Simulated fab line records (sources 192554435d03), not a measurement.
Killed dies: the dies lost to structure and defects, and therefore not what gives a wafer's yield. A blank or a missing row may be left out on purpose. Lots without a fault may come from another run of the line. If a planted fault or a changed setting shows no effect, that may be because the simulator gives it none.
fab line records    flow n5_finfet
[record] lots = 7  wafers = 19  last_day = 18
route steps=1938 shown BEOL_M9@1410
lots that met no fault: taken from a fault-free run of the same line
start_h: the number of hours between the record's first day and the start of the first shown wafer of the lot    wait_h: time in hours since the lot's previous step    " as in the row above    L1.1+2: a row that stands for several wafers    - value missing, or start not given    * or withheld: withheld    < > ~ a bound
route shown NAME@n: a module of which the file shows steps, and the number in the route of the first    usual: mean and standard deviation over wafers with no fault    same: alike in all rows    chamber/n: place in a boat    sites: the reading at each site    _std_site: standard deviation of those values    _edge_site: mean of outer sites minus mean of inner sites    radius_mm: for every site, how far away it sits from the centre of the wafer    mask NAME#n: copy n    behind: the most recent tool/chamber to have shaped the wafer    hold: why the lot was held/for how many hours/how that ended    device: names the non-switching transistor (n, p or np)    end of line: tests of these same wafers at the route's end    a step without rows: its recipe alone    killed: count of dies lost to structure and defects at first sort (not the wafer's yield)    map: a wafer's dies, marking killed ones x, the rest . and places with no die _
set.NAME: the setting that was run; set.NAME@STEP: the one run at that earlier step    model.NAME: the simulator's own value behind a step, which no gauge read
a table for each step, a row for each wafer; lots at some steps of the route
services: from which hour (start_h, from the record's first day; less than 0 if before it) a tool's chamber was out of use, for how many hours, and why
[[steps]]
[step N5_BEOL_M9_SOFTBAKE_06]
[recipe] temp_c = 110  time_s = 60  resist = CAR-ArF
[step N5_BEOL_M9_EXPOSE_08]
[recipe] mask_id = M9  na = 1.35  source_shape = dipole  sigma_inner = 0.411  sigma_outer = 0.611  polarization = te  dose_mj = 53.75
[step N5_BEOL_M9_PEB_09]
[recipe] peb_temp_c = withheld  peb_time_s = 60  resist = CAR-ArF
[step N5_BEOL_M9_DEVELOP_10]
[recipe] develop_time_s = 30  developer = TMAH  resist = CAR-ArF  rinse_liquid = diw  dry = air_spin  dev_temp_c = 23
[step N5_BEOL_M9_CD_MEAS_11]
[recipe] target_cd_nm = 64.1  landing_energy_ev = 500  detector = se_inlens  polarity = opening
[usual] cd_nm = 64.2/0.52
lot.wafer  tool       chamber  start_h  wait_h  cd_nm
L696.1     cd_sem-02  0        252.36   -       65.0
L696.3     "          0        "        "       65.6
L696.5     "          0        "        "       63.9
L698.1     cd_sem-03  0        270.91   -       64.9
L698.2     "          0        "        "       64.3
L698.6     "          0        "        "       65.0
L699.2     cd_sem-02  0        280.08   -       64.4
L699.3     "          0        "        "       63.6
L699.6     "          0        "        "       64.1
L703.5     cd_sem-02  0        295.97   -       64.0
L703.6     "          0        "        "       63.1
L704.1     cd_sem-03  0        314.54   -       64.3
L704.2     "          0        "        "       65.3
L704.5     "          0        "        "       64.5
L707.1     cd_sem-02  0        332.08   -       63.9
L707.4     "          0        "        "       64.2
L711.3     cd_sem-02  0        363.50   -       63.6
L711.4     "          0        "        "       63.9
L711.5     "          0        "        "       63.6
[step N5_BEOL_M9_OVL_MEAS_12]
[recipe] points_per_wafer = 44
[usual] M9_OVL = -0.1/0.69
lot.wafer  tool        chamber  start_h  wait_h  M9_OVL[nm]
L696.1     overlay-01  0        252.39   0.0     -0.7
L696.3     "           0        "        "       0.2
L696.5     "           0        "        "       -0.2
L698.1     overlay-02  0        270.94   0.0     -0.4
L698.2     "           0        "        "       -0.6
L698.6     "           0        "        "       -0.7
L699.2     overlay-02  0        280.11   0.0     -0.5
L699.3     "           0        "        "       -1.0
L699.6     "           0        "        "       0.2
L703.5     overlay-01  0        295.99   0.0     -2.2
L703.6     "           0        "        "       -1.1
L704.1     overlay-02  0        314.57   0.0     -0.1
L704.2     "           0        "        "       -0.3
L704.5     "           0        "        "       1.2
L707.1     overlay-01  0        332.11   0.0     -0.4
L707.4     "           0        "        "       0.2
L711.3     overlay-02  0        363.53   0.0     0.5
L711.4     "           0        "        "       0.4
L711.5     "           0        "        "       -0.9
[step N5_BEOL_M9_INSPECT_13]
[recipe] mode = adi  inspect_instrument = brightfield
[usual] raw_defect_count = 406/86
lot.wafer  tool               chamber  start_h  wait_h  raw_defect_count
L696.1     defect_inspect-01  -        252.42   0.0     379
L696.3     "                  -        "        "       349
L696.5     "                  -        "        "       578
L698.1     defect_inspect-01  -        270.96   0.0     331
L698.2     "                  -        "        "       357
L698.6     "                  -        "        "       292
L699.2     defect_inspect-02  -        280.13   0.0     316
L699.3     "                  -        "        "       432
L699.6     "                  -        "        "       494
L703.5     defect_inspect-01  -        296.02   0.0     283
L703.6     "                  -        "        "       237
L704.1     defect_inspect-02  -        314.60   0.0     357
L704.2     "                  -        "        "       344
L704.5     "                  -        "        "       457
L707.1     defect_inspect-01  -        332.13   0.0     396
L707.4     "                  -        "        "       336
L711.3     defect_inspect-01  -        363.56   0.0     418
L711.4     "                  -        "        "       375
L711.5     "                  -        "        "       425
[step N5_BEOL_M9_DESCUM_16]
[recipe] chemistry = O2  time_s = 7.9  source_power_w = 50  bias_power_w = 20  pressure_mtorr = 20  rf_frequency_hz = 2.712e+07  temp_c = 40  resist = CAR-ArF  o2_flow_sccm = 225
[usual] drypump_motor_current_A = 5.9/0.54  oes_product_au = 0.81/0.093  rf_vpp_V = 243.3/1.3  showerhead_plenum_p_Torr = 2.10/0.071  throttle_valve_pct = 20.36/0.19
[same] time_s = 7.9
lot.wafer  tool         chamber  start_h  wait_h  drypump_motor_current_A  oes_product_au  rf_hours_counter_h  rf_vpp_V  showerhead_plenum_p_Torr  throttle_valve_pct
L696.1     rie_diel-05  3        252.47   0.0     6.3                      0.78            120                 242.7     2.01                      20.36
L696.3     "            1        "        "       5.6                      0.74            159                 242.0     2.01                      20.36
L696.5     "            3        "        "       6.3                      0.77            -                   244.1     2.01                      20.35
L698.1     rie_diel-05  2        271.11   0.1     6.5                      0.86            61                  241.5     2.05                      20.46
L698.2     "            0        "        "       5.4                      0.69            236                 244.2     2.14                      20.36
L698.6     "            3        "        "       6.3                      0.77            -                   242.2     2.01                      20.37
L699.2     rie_diel-05  3        280.16   0.0     6.4                      0.76            128                 242.4     2.01                      20.40
L699.3     "            2        "        "       6.5                      0.86            64                  242.9     2.05                      20.46
L699.6     "            0        "        "       5.4                      0.70            -                   244.3     2.14                      20.38
L703.5     rie_diel-02  3        296.06   0.0     6.5                      0.75            -                   241.8     2.07                      20.51
L703.6     "            2        "        "       6.7                      0.80            -                   243.5     2.10                      20.72
L704.1     rie_diel-05  1        314.63   0.0     5.6                      0.73            176                 242.6     2.01                      20.40
L704.2     "            3        "        "       6.4                      0.76            138                 241.4     2.01                      20.38
L704.5     "            3        "        "       6.4                      0.76            -                   240.9     2.01                      20.40
L707.1     rie_diel-02  3        332.16   0.0     6.5                      0.73            202                 243.1     2.07                      20.53
L707.4     "            2        "        "       6.7                      0.79            121                 243.4     2.09                      20.74
L711.3     rie_diel-05  2        364.27   0.7     6.5                      0.82            93                  243.5     2.04                      20.51
L711.4     "            1        "        "       5.6                      0.71            -                   241.4     2.00                      20.41
L711.5     "            0        "        "       5.5                      0.96            -                   244.2     2.13                      20.00
[step N5_BEOL_M9_ETCH_61]
[recipe] chemistry = CF4  target = SiARC  target_depth_a = 390  mask_material = CAR-ArF  time_s = 65  ion_energy_ev = 80  pressure_mtorr = 40  source_w = 545  bias_w = 36  Ar_flow_sccm = 100  cf4_flow_sccm = 100  ends = cleared
[usual] bias_w = 35.99/0.11  drypump_motor_current_A = 5.9/0.53  etch_rf_on_time_s = 65.5/1.8  oes_product_au = 0.69/0.079  rf_vpp_V = 184.1/1.2  showerhead_plenum_p_Torr = 2.15/0.067  throttle_valve_pct = 15.56/0.21
lot.wafer  tool         chamber  start_h  wait_h  bias_w  drypump_motor_current_A  etch_rf_on_time_s  oes_product_au  rf_hours_counter_h  rf_vpp_V  showerhead_plenum_p_Torr  throttle_valve_pct
L696.1     rie_diel-05  3        252.50   0.0     36.02   6.4                      66.5               0.66            120                 184.0     2.06                      15.52
L696.3     "            1        "        "       35.88   5.6                      64.2               0.65            159                 184.7     2.06                      15.55
L696.5     "            3        "        "       35.93   6.3                      66.3               0.67            -                   184.2     2.06                      15.53
L698.1     rie_diel-05  2        271.15   0.0     35.98   6.5                      66.8               0.73            61                  181.5     2.10                      15.60
L698.2     "            0        "        "       35.95   5.5                      64.9               0.59            236                 185.3     2.19                      15.63
L698.6     "            3        "        "       36.06   6.3                      66.9               0.65            -                   183.4     2.06                      15.53
L699.2     rie_diel-05  3        280.20   0.0     35.91   6.4                      66.4               0.65            128                 181.4     2.06                      15.52
L699.3     "            2        "        "       35.92   6.5                      65.9               0.73            64                  184.0     2.10                      15.62
L699.6     "            0        "        "       36.00   5.4                      63.1               0.60            -                   184.5     2.19                      15.64
L703.5     rie_diel-02  3        296.11   0.0     36.00   6.5                      66.5               0.63            -                   184.8     2.12                      15.76
L703.6     "            2        "        "       36.06   6.7                      67.8               0.66            -                   184.2     2.16                      15.97
L704.1     rie_diel-05  1        314.67   0.0     35.96   5.6                      65.3               0.62            176                 182.2     2.06                      15.57
L704.2     "            3        "        "       35.86   6.3                      66.2               0.65            138                 183.8     2.05                      15.56
L704.5     "            3        "        "       36.01   6.3                      67.3               0.65            -                   184.5     2.05                      15.55
L707.1     rie_diel-02  3        332.20   0.0     35.82   6.5                      67.2               0.61            202                 184.1     2.12                      15.79
L707.4     "            2        "        "       36.06   6.7                      67.8               0.66            121                 183.4     2.16                      15.98
L711.3     rie_diel-05  2        364.31   0.0     35.84   6.5                      65.5               0.71            93                  184.3     2.09                      15.68
L711.4     "            1        "        "       36.19   5.6                      66.1               0.61            -                   182.4     2.05                      15.63
L711.5     "            0        "        "       35.91   5.4                      65.1               0.81            -                   183.5     2.19                      15.17
[step N5_BEOL_M9_ETCH_62]
[recipe] chemistry = N2/H2  target = SOC  target_depth_a = 1100  overetch_a = 220  mask_material = SiARC  temp_c = 40  time_s = 165  ion_energy_ev = 200  pressure_mtorr = 30  source_w = 840  bias_w = 150  n2_flow_sccm = 200  h2_flow_sccm = 200
[usual] bias_w = 149.9/0.48  drypump_motor_current_A = 5.9/0.54  oes_product_au = 0.69/0.074  rf_vpp_V = 524.2/2.5  showerhead_plenum_p_Torr = 2.55/0.083  throttle_valve_pct = 17.79/0.23
[same] time_s = 165
lot.wafer  tool         chamber  start_h  wait_h  bias_w  drypump_motor_current_A  oes_product_au  rf_hours_counter_h  rf_vpp_V  showerhead_plenum_p_Torr  throttle_valve_pct
L696.1     rie_diel-05  3        252.55   0.0     149.9   6.4                      0.67            120                 521.1     2.45                      17.84
L696.3     "            1        "        "       150.1   5.6                      0.64            159                 521.2     2.44                      17.74
L696.5     "            3        "        "       150.6   6.4                      0.66            -                   521.3     2.45                      17.85
L698.1     rie_diel-05  2        271.20   0.0     150.1   6.5                      0.73            61                  521.2     2.48                      17.69
L698.2     "            0        "        "       150.5   5.4                      0.58            236                 525.5     2.61                      17.98
L698.6     "            3        "        "       149.5   6.3                      0.66            -                   520.2     2.44                      17.84
L699.2     rie_diel-05  3        280.25   0.0     149.8   6.4                      0.66            128                 520.6     2.44                      17.85
L699.3     "            2        "        "       149.9   6.5                      0.73            64                  523.2     2.48                      17.72
L699.6     "            0        "        "       149.0   5.4                      0.58            -                   525.4     2.61                      17.98
L703.5     rie_diel-02  3        296.20   0.1     150.3   6.5                      0.63            -                   523.6     2.53                      17.95
L703.6     "            2        "        "       150.1   6.7                      0.68            -                   525.1     2.56                      18.11
L704.1     rie_diel-05  1        314.72   0.0     150.1   5.6                      0.63            176                 521.9     2.43                      17.76
L704.2     "            3        "        "       150.0   6.4                      0.65            138                 521.7     2.44                      17.88
L704.5     "            3        "        "       149.3   6.3                      0.65            -                   520.1     2.44                      17.87
L707.1     rie_diel-02  3        332.25   0.0     150.6   6.5                      0.63            202                 523.5     2.52                      17.97
L707.4     "            2        "        "       150.7   6.7                      0.66            121                 524.0     2.55                      18.14
L711.3     rie_diel-05  2        364.36   0.0     149.2   6.5                      0.70            93                  521.5     2.47                      17.78
L711.4     "            1        "        "       150.2   5.6                      0.61            -                   520.7     2.42                      17.79
L711.5     "            0        "        "       149.8   5.5                      0.80            -                   526.1     2.61                      17.58
[step N5_BEOL_M9_STRIP_68]
[recipe] chemistry = N2/H2  temp_c = 40  n2_flow_sccm = 200  h2_flow_sccm = 200  rf_frequency_hz = 6e+07
[step N5_BEOL_M9_STRIP_67]
[recipe] chemistry = CF4  resist = SiARC  power_w = 300  bias_power_w = 75  pressure_mtorr = 50  cf4_flow_sccm = 150  rf_frequency_hz = 6e+07
[usual] drypump_motor_current_A = 5.9/0.54  oes_product_au = 0.81/0.088  rf_vpp_V = 271.4/1.4  showerhead_plenum_p_Torr = 1.80/0.057  throttle_valve_pct = 13.53/0.22
lot.wafer  tool         chamber  start_h  wait_h  drypump_motor_current_A  oes_product_au  rf_hours_counter_h  rf_vpp_V  showerhead_plenum_p_Torr  throttle_valve_pct
L696.1     rie_diel-05  3        252.70   0.0     6.3                      0.78            121                 269.9     1.73                      13.53
L696.3     "            1        "        "       5.6                      0.76            159                 270.3     1.73                      13.55
L696.5     "            3        "        "       6.3                      0.78            -                   269.9     1.73                      13.54
L698.1     rie_diel-05  2        271.34   0.0     6.5                      0.87            61                  268.6     1.77                      13.57
L698.2     "            0        "        "       5.4                      0.69            236                 272.7     1.84                      13.65
L698.6     "            3        "        "       6.3                      0.78            -                   269.7     1.73                      13.54
L699.2     rie_diel-05  3        280.39   0.0     6.3                      0.77            128                 270.4     1.73                      13.54
L699.3     "            2        "        "       6.5                      0.86            64                  271.0     1.76                      13.58
L699.6     "            0        "        "       5.4                      0.68            -                   272.3     1.84                      13.66
L703.5     rie_diel-02  3        296.29   0.0     6.5                      0.74            -                   271.3     1.77                      13.75
L703.6     "            2        "        "       6.8                      0.80            -                   269.9     1.81                      13.91
L704.1     rie_diel-05  1        314.86   0.0     5.6                      0.73            176                 270.0     1.72                      13.57
L704.2     "            3        "        "       6.3                      0.77            138                 268.4     1.73                      13.57
L704.5     "            3        "        "       6.3                      0.77            -                   271.0     1.73                      13.56
L707.1     rie_diel-02  3        332.40   0.0     6.5                      0.73            202                 269.9     1.77                      13.78
L707.4     "            2        "        "       6.7                      0.79            121                 271.7     1.81                      13.95
L711.3     rie_diel-05  2        364.51   0.0     6.5                      0.83            93                  269.3     1.76                      13.64
L711.4     "            1        "        "       5.6                      0.73            -                   270.9     1.72                      13.62
L711.5     "            0        "        "       5.5                      0.95            -                   273.1     1.83                      13.14
[step N5_BEOL_M9_HM_OPEN_17]
[recipe] chemistry = Cl2/BCl3  target_depth_a = 200  overetch_a = 60  target = TiN  mask_material = SOC  ion_energy_ev = 150  pressure_mtorr = 10  icp_w = 1000  bias_w = 126  Cl2_flow_sccm = 53.25  bcl3_flow_sccm = 21.75  Ar_flow_sccm = 25
[usual] bcl3_flow_sccm = 21.75/0.063  bias_w = 126.0/0.36  drypump_motor_current_A = 5.6/0.44  oes_product_au = 0.65/0.1  throttle_valve_pct = 22.22/0.2
lot.wafer  tool          chamber  start_h  wait_h  bcl3_flow_sccm  bias_w  drypump_motor_current_A  oes_product_au  rf_hours_counter_h  throttle_valve_pct  model.SOC_of_BEOL_M9_COAT_59.thk_nm
L696.1     rie_metal-02  1        252.74   0.0     21.75           125.7   6.1                      0.57            89                  22.38               92.8
L696.3     "             1        "        "       21.75           126.1   6.0                      0.58            -                   22.40               92.8
L696.5     "             0        "        "       21.75           125.6   5.1                      0.65            -                   22.06               92.6
L698.1     rie_metal-02  1        271.38   0.0     21.73           125.2   6.1                      0.56            92                  22.39               92
L698.2     "             0        "        "       21.76           126.2   5.1                      0.64            43                  22.08               92.2
L698.6     "             1        "        "       21.67           125.6   6.1                      0.57            -                   22.41               92
L699.2     rie_metal-03  1        280.47   0.1     21.77           125.9   5.1                      0.77            -                   22.00               92.6
L699.3     "             1        "        "       21.72           126.9   5.1                      0.77            -                   21.99               92.4
L699.6     "             1        "        "       21.83           126.4   5.1                      0.77            -                   22.01               92.6
L703.5     rie_metal-03  0        296.38   0.1     21.70           125.6   5.7                      0.83            -                   22.02               91.8
L703.6     "             1        "        "       21.74           126.2   5.2                      0.75            -                   22.02               88.4
L704.1     rie_metal-03  0        314.90   0.0     21.69           125.6   5.7                      0.83            1                   22.00               86.8
L704.2     "             1        "        "       21.61           126.7   5.1                      0.75            12                  22.01               92
L704.5     "             0        "        "       21.79           125.5   5.7                      0.84            -                   22.01               91.6
L707.1     rie_metal-03  1        332.44   0.0     21.79           125.8   5.1                      0.74            14                  22.02               88.6
L707.4     "             0        "        "       21.81           125.9   5.7                      0.81            -                   21.99               92
L711.3     rie_metal-02  1        364.58   0.1     21.77           127.0   6.1                      0.55            -                   22.41               92.4
L711.4     "             0        "        "       21.78           125.4   5.1                      0.63            -                   22.09               92.4
L711.5     "             1        "        "       21.79           125.9   6.1                      0.56            -                   22.43               92.2
[step N5_BEOL_M9_STRIP_19]
[recipe] chemistry = O2  power_w = 400  temp_c = 40  pressure_mtorr = 30  rf_frequency_hz = 6e+07  bias_power_w = 0  overash_fraction = 0.2  o2_flow_sccm = 225
[usual] drypump_motor_current_A = 5.9/0.56  oes_product_au = 0.83/0.092  rf_vpp_V = 3.6/0.58  showerhead_plenum_p_Torr = 2.11/0.072  throttle_valve_pct = 16.60/0.21
lot.wafer  tool         chamber  start_h  wait_h  drypump_motor_current_A  oes_product_au  rf_hours_counter_h  rf_vpp_V  showerhead_plenum_p_Torr  throttle_valve_pct
L696.1     rie_diel-05  3        252.86   0.1     6.4                      0.77            121                 3.5       2.02                      16.61
L696.3     "            0        "        "       5.5                      0.71            231                 4.2       2.15                      16.66
L696.5     "            0        "        "       5.5                      0.69            -                   3.2       2.15                      16.64
L698.1     rie_diel-05  3        271.50   0.1     6.4                      0.77            126                 3.7       2.02                      16.62
L698.2     "            2        "        "       6.5                      0.87            61                  4.3       2.06                      16.66
L698.6     "            2        "        "       6.5                      0.87            -                   3.5       2.05                      16.67
L699.2     rie_diel-02  2        280.64   0.1     6.7                      0.80            104                 3.7       2.10                      16.91
L699.3     "            3        "        "       6.4                      0.74            185                 3.6       2.08                      16.80
L699.6     "            3        "        "       6.5                      0.75            -                   4.2       2.08                      16.78
L703.5     rie_diel-04  0        296.46   0.0     5.4                      0.89            -                   3.6       2.13                      16.70
L703.6     "            1        "        "       5.3                      0.91            -                   3.4       2.13                      16.19
L704.1     rie_diel-05  0        315.01   0.1     5.4                      0.68            248                 3.2       2.14                      16.69
L704.2     "            1        "        "       5.6                      0.74            176                 4.4       2.01                      16.65
L704.5     "            1        "        "       5.6                      0.73            -                   3.7       2.01                      16.66
L707.1     rie_diel-02  0        332.56   0.1     5.0                      0.91            34                  3.6       2.21                      16.38
L707.4     "            2        "        "       6.7                      0.78            121                 3.9       2.10                      16.96
L711.3     rie_diel-02  1        364.71   0.1     6.2                      0.84            54                  4.9       2.03                      16.54
L711.4     "            0        "        "       5.1                      0.92            44                  3.8       2.21                      16.36
L711.5     "            3        "        "       6.5                      0.73            -                   2.7       2.07                      16.86
[[services]]
tool          chamber  start_h  hours  kind
rie_metal-03  1        245.22   17.3   repair
rie_metal-03  0        262.53   -      clean
rie_metal-03  0        262.53   29.8   scheduled_down
rie_metal-03  0        262.53   29.8   vent_cycle
rie_diel-04   2        265.06   -      clean
rie_diel-04   2        265.06   -      consumable_replace:focus_ring
rie_diel-04   2        265.06   27.9   scheduled_down
rie_diel-04   2        265.06   27.9   vent_cycle
rie_diel-02   0        324.30   6.3    repair
rie_diel-05   0        324.47   -      clean
rie_diel-05   0        324.47   -      consumable_replace:focus_ring
rie_diel-05   0        324.47   21.5   scheduled_down
rie_diel-05   0        324.47   21.5   vent_cycle
[[key]]
first_sign none at tools or gauges
[model_effect] step = N5_BEOL_M9_HM_OPEN_17  value = SOC_of_BEOL_M9_COAT_59.thk_nm  without = 92.27  struck = 87.93
met_at N5_BEOL_M9_HM_OPEN_17
struck_wafers L703.6,L704.1,L707.1
onset_between 280.47 296.38
[fault] kind = process_parameter_drift  tool = rie_metal-03  chamber = -  onset_h = 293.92  steps = N5_BEOL_M9_HM_OPEN_17  channel = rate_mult  offset = 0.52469  shape = step  end_h = 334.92  scope = struck_wafers_only
